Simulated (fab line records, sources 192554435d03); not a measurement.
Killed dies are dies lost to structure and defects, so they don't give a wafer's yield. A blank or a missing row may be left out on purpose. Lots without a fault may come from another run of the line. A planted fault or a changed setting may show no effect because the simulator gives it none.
fab line records | flow n5_finfet
record lots=5 wafers=15 last_day=17
route steps=1938 shown BEOL_M8@1352
lots that met no fault: from a run of the same line without faults
start_h: hours from the record's first day to the start of the lot's first wafer shown | wait_h: hours since the lot's step before | " the same as in the row above | L1.1+2: a row that stands for several wafers | - no value, or no start given | * or withheld: withheld | < > ~ a bound
route shown NAME@n: a module of which the file shows steps, and the number in the route of the first | usual: mean/standard deviation of fault-free wafers | same: alike in all rows | chamber/n: place in a boat | sites: the reading at each site | _std_site: their standard deviation | _edge_site: outer sites' mean less inner sites' | radius_mm: how far each site lies from the wafer's centre | mask NAME#n: copy n | behind: the tool/chamber that last shaped the wafer | hold: why the lot was held/for how many hours/how that ended | device: the transistor (n, p or np) that didn't switch | end of line: the same wafers' tests at the end of the route | a step without rows: its recipe alone | killed: dies lost to structure and defects at the first sort, not the wafer's yield | map: a wafer's dies, x killed, . not, _ none there
set.NAME: the setting as run; set.NAME@STEP: as run at that earlier step | model.NAME: the simulator's own value behind a step, which no gauge read
lots at some steps of the route; a table a step, a row a wafer
services: from which hour (start_h, from the record's first day; less than 0 if before it) a tool's chamber was out of use, for how many hours, and why
## steps
# step N5_BEOL_M8_STRIP_67
# recipe chemistry=CF4 resist=SiARC power_w=300 bias_power_w=75 pressure_mtorr=50 cf4_flow_sccm=150 rf_frequency_hz=6e+07
# usual drypump_motor_current_A=5.3/0.55 oes_product_au=0.80/0.098 rf_vpp_V=270.8/1.6 showerhead_plenum_p_Torr=1.78/0.06 throttle_valve_pct=13.52/0.26
# columns lot.wafer tool chamber start_h wait_h drypump_motor_current_A oes_product_au rf_hours_counter_h rf_vpp_V showerhead_plenum_p_Torr throttle_valve_pct
L078.3 rie_diel-01 1 209.66 0.0 4.7 0.72 210 272.0 1.84 13.74
L078.4 " 1 " " 4.7 0.72 - 270.7 1.84 13.75
L078.5 " 0 " " 4.9 0.90 - 270.3 1.78 13.41
L086.3 rie_diel-05 2 264.74 0.0 5.2 0.80 98 271.3 1.81 13.25
L086.4 " 3 " " 4.8 0.70 - 268.1 1.68 13.66
L086.6 " 2 " " 5.2 0.80 - 273.3 1.81 13.25
L088.2 rie_diel-04 0 285.34 0.0 5.5 0.92 27 270.8 1.77 13.59
L088.4 " 2 " " 5.3 0.68 235 269.4 1.71 13.56
L088.5 " 3 " " 4.8 0.68 - 272.6 1.85 14.05
L094.2 rie_diel-05 1 315.17 0.0 6.4 0.73 210 269.4 1.72 13.76
L094.4 " 1 " " 6.4 0.73 - 270.2 1.72 13.74
L094.6 " 0 " " 5.9 0.85 - 271.0 1.74 13.20
L097.3 rie_diel-04 0 335.94 0.0 5.5 0.88 50 271.9 1.76 13.64
L097.4 " 1 " " 5.3 0.83 - 272.6 1.88 13.29
L097.5 " 0 " " 5.5 0.87 - 269.9 1.76 13.64
# step N5_BEOL_M8_HM_OPEN_17
# recipe chemistry=Cl2/BCl3 target_depth_a=200 overetch_a=60 target=TiN mask_material=SOC ion_energy_ev=150 pressure_mtorr=10 icp_w=1000 bias_w=126 Cl2_flow_sccm=53.25 bcl3_flow_sccm=21.75 Ar_flow_sccm=25
# usual drypump_motor_current_A=5.6/0.41 oes_product_au=0.67/0.053 throttle_valve_pct=22.07/0.15
# columns lot.wafer tool chamber start_h wait_h drypump_motor_current_A oes_product_au rf_hours_counter_h throttle_valve_pct
L078.3 rie_metal-02 0 209.73 0.1 6.2 0.63 - 22.31
L078.4 " 1 " " 5.1 0.64 - 21.97
L078.5 " 0 " " 6.2 0.63 - 22.32
L086.3 rie_metal-02 1 264.81 0.1 5.2 0.63 - 21.97
L086.4 " 0 " " 6.2 0.61 - 22.32
L086.6 " 1 " " 5.1 0.65 - 21.96
L088.2 rie_metal-03 1 285.38 0.0 5.7 0.64 47 22.18
L088.4 " 0 " " 5.2 0.71 - 22.10
L088.5 " 1 " " 5.7 0.63 - 22.17
L094.2 rie_metal-01 0 315.21 0.0 5.9 0.64 50 21.93
L094.4 " 0 " " 5.9 0.64 - 21.92
L094.6 " 1 " " 5.2 0.72 - 21.97
L097.3 rie_metal-02 0 336.01 0.1 6.2 0.61 - 22.34
L097.4 " 1 " " 5.1 0.62 - 22.02
L097.5 " 0 " " 6.2 0.61 - 22.35
# step N5_BEOL_M8_STRIP_19
# recipe chemistry=O2 power_w=400 temp_c=40 pressure_mtorr=30 rf_frequency_hz=6e+07 bias_power_w=0 overash_fraction=0.2 o2_flow_sccm=225
# usual drypump_motor_current_A=5.4/0.54 o2_flow_sccm=225.0/0.65 oes_product_au=0.80/0.097 rf_vpp_V=3.6/0.55 showerhead_plenum_p_Torr=2.07/0.077 throttle_valve_pct=16.59/0.23
# columns lot.wafer tool chamber start_h wait_h drypump_motor_current_A o2_flow_sccm oes_product_au rf_hours_counter_h rf_vpp_V showerhead_plenum_p_Torr throttle_valve_pct
L078.3 rie_diel-05 3 209.81 0.1 4.9 224.3 0.73 197 5.0 2.01 16.90
L078.4 " 1 " " 6.4 224.6 0.72 181 4.2 2.00 16.70
L078.5 " 1 " " 6.4 225.5 0.73 - 3.4 2.00 16.71
L086.3 rie_diel-01 2 264.94 0.1 6.3 225.2 0.94 13 3.9 2.04 16.38
L086.4 " 3 " " 4.9 224.9 0.93 20 3.6 2.07 16.31
L086.6 " 2 " " 6.3 225.0 0.95 - 3.4 2.04 16.36
L088.2 rie_diel-01 3 285.51 0.1 4.9 225.5 0.91 28 4.0 2.07 16.35
L088.4 " 2 " " 6.3 224.4 0.92 21 2.8 2.03 16.40
L088.5 " 1 " " 4.7 225.9 0.69 - 3.3 2.15 16.85
L094.2 rie_diel-05 1 315.32 0.1 6.4 224.5 0.70 210 4.2 1.99 16.77
L094.4 " 0 " " 5.9 224.7 0.84 - 2.7 2.03 16.24
L094.6 " 1 " " 6.4 224.6 0.70 - 3.2 1.99 16.77
L097.3 rie_diel-04 1 336.09 0.1 5.3 225.7 0.84 63 3.5 2.23 16.55
L097.4 " 0 " " 5.4 224.8 0.87 - 3.9 2.01 16.57
L097.5 " 3 " " 4.9 226.3 0.95 - 3.2 2.13 16.47
# step N5_BEOL_M8_CD_MEAS_18
# recipe pitch_nm=80 target_cd_nm=40
# usual cd_nm=40.3/0.68
# columns lot.wafer tool chamber start_h wait_h cd_nm
L078.3 cd_sem-02 - 209.89 0.1 40.1
L078.4 " - " " 40.8
L078.5 " - " " 40.6
L086.3 cd_sem-01 - 265.01 0.1 39.4
L086.4 " - " " 40.2
L086.6 " - " " 40.2
L088.2 cd_sem-03 - 285.58 0.1 39.9
L088.4 " - " " 39.6
L088.5 " - " " 39.6
L094.2 cd_sem-03 - 315.39 0.1 39.3
L094.4 " - " " 39.8
L094.6 " - " " 41.4
L097.3 cd_sem-01 - 336.17 0.1 40.9
L097.4 " - " " 40.4
L097.5 " - " " 40.8
# step N5_BEOL_M8_COAT_63
# recipe resist=SOC temp_c=250 time_s=60 spin_rpm=1500 resist_thk_nm=60
# columns lot.wafer tool chamber start_h wait_h
L078.3+4+5 litho_track-02 0 209.92 0.0
L086.3+4+6 litho_track-05 0 265.06 0.0
L088.2+4+5 litho_track-02 0 286.61 1.0
L094.2+4+6 litho_track-04 0 315.43 0.0
L097.3+4+5 litho_track-02 0 336.95 0.8
# step N5_BEOL_M8_COAT_64
# recipe resist=SiARC temp_c=220 time_s=60 spin_rpm=1500 resist_thk_nm=12
# columns lot.wafer tool chamber start_h wait_h
L078.3+4+5 litho_track-02 0 - -
L086.3+4+6 litho_track-05 0 - -
L088.2+4+5 litho_track-02 0 - -
L094.2+4+6 litho_track-04 0 - -
L097.3+4+5 litho_track-02 0 - -
# step N5_BEOL_M8_COAT_71
# recipe resist=underlayer temp_c=205 time_s=60 spin_rpm=1500 resist_thk_nm=5
# columns lot.wafer tool chamber start_h wait_h
L078.3+4+5 litho_track-02 0 - -
L086.3+4+6 litho_track-05 0 - -
L088.2+4+5 litho_track-02 0 - -
L094.2+4+6 litho_track-04 0 - -
L097.3+4+5 litho_track-02 0 - -
# step N5_BEOL_M8_COAT_22
# recipe resist=CAR-EUV spin_rpm=1500 resist_thk_nm=30
# columns lot.wafer tool chamber start_h wait_h
L078.3+4+5 litho_track-02 0 - -
L086.3+4+6 litho_track-05 0 - -
L088.2+4+5 litho_track-02 0 - -
L094.2+4+6 litho_track-04 0 - -
L097.3+4+5 litho_track-02 0 - -
# step N5_BEOL_M8_EBR_24
# recipe solvent=PGMEA ebr_width_mm=1.5
# same ebr_width_mm=1.5
# columns lot.wafer tool chamber start_h wait_h
L078.3+4+5 litho_track-02 0 - -
L086.3+4+6 litho_track-05 0 - -
L088.2+4+5 litho_track-02 0 - -
L094.2+4+6 litho_track-04 0 - -
L097.3+4+5 litho_track-02 0 - -
# step N5_BEOL_M8_SOFTBAKE_23
# recipe temp_c=110 time_s=60 resist=CAR-EUV
# columns lot.wafer tool chamber start_h wait_h
L078.3+4+5 litho_track-02 0 - -
L086.3+4+6 litho_track-05 0 - -
L088.2+4+5 litho_track-02 0 - -
L094.2+4+6 litho_track-04 0 - -
L097.3+4+5 litho_track-02 0 - -
# step N5_BEOL_M8_EXPOSE_25
# recipe mask_id=V7 na=0.33 source_shape=annular sigma_inner=0.4 sigma_outer=0.8 polarization=unpolarized target_cd_nm=40 dose_mj=42.5
# columns lot.wafer tool chamber start_h wait_h mask
L078.3+4+5 euv_scanner-02 0 210.11 - V7#0
L086.3+4+6 euv_scanner-01 0 265.21 - V7#0
L088.2+4+5 euv_scanner-01 0 286.76 - V7#0
L094.2+4+6 euv_scanner-02 0 315.70 - V7#0
L097.3+4+5 euv_scanner-02 0 337.10 - V7#0
# step N5_BEOL_M8_PEB_26
# recipe peb_temp_c=100 peb_time_s=60 resist=CAR-EUV
# columns lot.wafer tool chamber start_h wait_h
L078.3+4+5 litho_track-05 0 210.17 0.0
L086.3+4+6 litho_track-05 0 265.26 0.0
L088.2+4+5 litho_track-04 0 286.82 0.1
L094.2+4+6 litho_track-05 0 315.76 0.1
L097.3+4+5 litho_track-02 0 337.16 0.0
# step N5_BEOL_M8_DEVELOP_27
# recipe develop_time_s=30 developer=TMAH resist=CAR-EUV rinse_liquid=surfactant_rinse dry=air_spin dev_temp_c=23
# same develop_time_s=30
# columns lot.wafer tool chamber start_h wait_h
L078.3+4+5 litho_track-05 0 - -
L086.3+4+6 litho_track-05 0 - -
L088.2+4+5 litho_track-04 0 - -
L094.2+4+6 litho_track-05 0 - -
L097.3+4+5 litho_track-02 0 - -
# step N5_BEOL_M8_CD_MEAS_28
# recipe target_cd_nm=40 landing_energy_ev=500 detector=se_inlens
# usual cd_nm=39.81/0.29
# columns lot.wafer tool chamber start_h wait_h cd_nm
L078.3 cd_sem-01 0 210.23 - 39.71
L078.4 " 0 " " 39.48
L078.5 " 0 " " 39.25
L086.3 cd_sem-02 0 265.33 - 39.86
L086.4 " 0 " " 39.32
L086.6 " 0 " " 39.74
L088.2 cd_sem-01 0 286.88 - 40.30
L088.4 " 0 " " 39.80
L088.5 " 0 " " 40.29
L094.2 cd_sem-01 0 315.82 - 40.08
L094.4 " 0 " " 39.68
L094.6 " 0 " " 39.93
L097.3 cd_sem-03 0 337.22 - 39.94
L097.4 " 0 " " 39.76
L097.5 " 0 " " 39.91
# step N5_BEOL_M8_OVL_MEAS_29
# recipe points_per_wafer=522
# usual V7_OVL=-0.3/0.61
# columns lot.wafer tool chamber start_h wait_h V7_OVL[nm]
L078.3 overlay-02 0 210.27 0.0 -0.4
L078.4 " 0 " " 0.2
L078.5 " 0 " " 0.3
L086.3 overlay-01 0 265.37 0.0 0.7
L086.4 " 0 " " -0.3
L086.6 " 0 " " -0.1
L088.2 overlay-01 0 286.92 0.0 -1.0
L088.4 " 0 " " -0.3
L088.5 " 0 " " -0.6
L094.2 overlay-01 0 315.86 0.0 -0.5
L094.4 " 0 " " -1.0
L094.6 " 0 " " -0.9
L097.3 overlay-02 0 337.26 0.0 0.0
L097.4 " 0 " " -0.8
L097.5 " 0 " " 0.1
# step N5_BEOL_M8_INSPECT_30
# recipe mode=adi inspect_instrument=brightfield
# usual raw_defect_count=371/84
# columns lot.wafer tool chamber start_h wait_h raw_defect_count
L078.3 defect_inspect-02 - 210.32 0.0 395
L078.4 " - " " 389
L078.5 " - " " 349
L086.3 defect_inspect-02 - 265.42 0.0 329
L086.4 " - " " 370
L086.6 " - " " 404
L088.2 defect_inspect-02 - 286.97 0.0 397
L088.4 " - " " 371
L088.5 " - " " 320
L094.2 defect_inspect-01 - 315.91 0.0 354
L094.4 " - " " 451
L094.6 " - " " 423
L097.3 defect_inspect-02 - 337.31 0.0 411
L097.4 " - " " 481
L097.5 " - " " 414
## services
# columns tool chamber start_h hours kind
rie_metal-02 0 186.25 6.2 repair
euv_scanner-01 - 191.64 38.7 repair
rie_diel-01 3 197.18 - clean
rie_diel-01 3 197.18 - consumable_replace:focus_ring
rie_diel-04 - 235.24 2.8 pm
euv_scanner-02 - 235.88 1.0 pm
rie_diel-04 - 240.99 2.6 repair
rie_metal-01 - 242.11 2.8 pm
rie_metal-03 - 244.88 15.6 pm
rie_diel-05 1 254.24 8.0 repair
rie_metal-02 - 268.80 1.4 pm
rie_diel-01 0 269.87 1.4 repair
euv_scanner-01 - 273.90 1.0 pm
rie_metal-03 - 275.15 2.8 pm
euv_scanner-02 - 278.02 3.7 repair
rie_diel-05 - 282.41 10.9 repair
euv_scanner-02 - 292.03 1.0 pm
rie_diel-05 2 299.44 23.6 repair
euv_scanner-01 - 309.10 1.7 repair
rie_diel-05 1 319.97 6.9 repair
rie_diel-04 2 320.59 4.6 repair
euv_scanner-02 - 326.41 1.2 repair
euv_scanner-01 - 330.05 1.0 pm
litho_track-05 - 335.25 - consumable_replace:filter
## key
fault none
